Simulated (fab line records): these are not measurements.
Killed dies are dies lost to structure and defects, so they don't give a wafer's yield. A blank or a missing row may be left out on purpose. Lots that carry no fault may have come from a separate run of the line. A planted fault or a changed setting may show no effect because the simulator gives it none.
Matching of chambers | flow nand harc | rie diel-04 running NHARC_A_STAIRCASE_TRIM_229: 4 sister chambers
The step chemistry O2, time 211.2 s. 4 wafers are shown with their chamber, then 8 later ones without.

== WAFERS, EACH WITH ITS CHAMBER ==
wafer  | chamber | drypump motor current A (A)
L083.1 | 0       | 6.1
L083.2 | 2       | 6.3
L088.4 | 3       | 6.1
L090.2 | 1       | 6.8

== WAFERS MISSING THEIR CHAMBER ==
wafer  | drypump motor current A (A)
L090.3 | 6.0
L090.4 | 6.3
L092.1 | 6.0
L092.3 | 6.3
L092.6 | 6.1
L095.1 | 6.1
L095.3 | 6.0
L095.5 | 6.0

== THE CHAMBER EACH PASSED THROUGH ==
wafer  | from the rows above     | in truth
L090.3 | can't be placed: 0 or 3 | 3
L090.4 | 2                       | 2
L092.1 | can't be placed: 0 or 3 | 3
L092.3 | 2                       | 2
L092.6 | can't be placed: 0 or 3 | 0
L095.1 | can't be placed: 0 or 3 | 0
L095.3 | can't be placed: 0 or 3 | 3
L095.5 | can't be placed: 0 or 3 | 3
Correctly placed: 2 of 8. From these rows, 6 cannot be placed; in 6 the true chamber is one of the candidates. Placed wrongly: 0.
How it was worked out, from the rows above alone: a wafer's distance from a chamber is the root of the sum, over the readings, of the square of ((its reading less the chamber's mean) divided by the reading's scatter). The wafer belongs to the nearest chamber; if the next one is less than 2 further off, it can't be placed. The mean given for a chamber averages the wafers shown for that chamber. The scatter (one wafer shown for each chamber): square how far every hidden wafer sits from the nearest shown wafer, average those squares and take the square root.
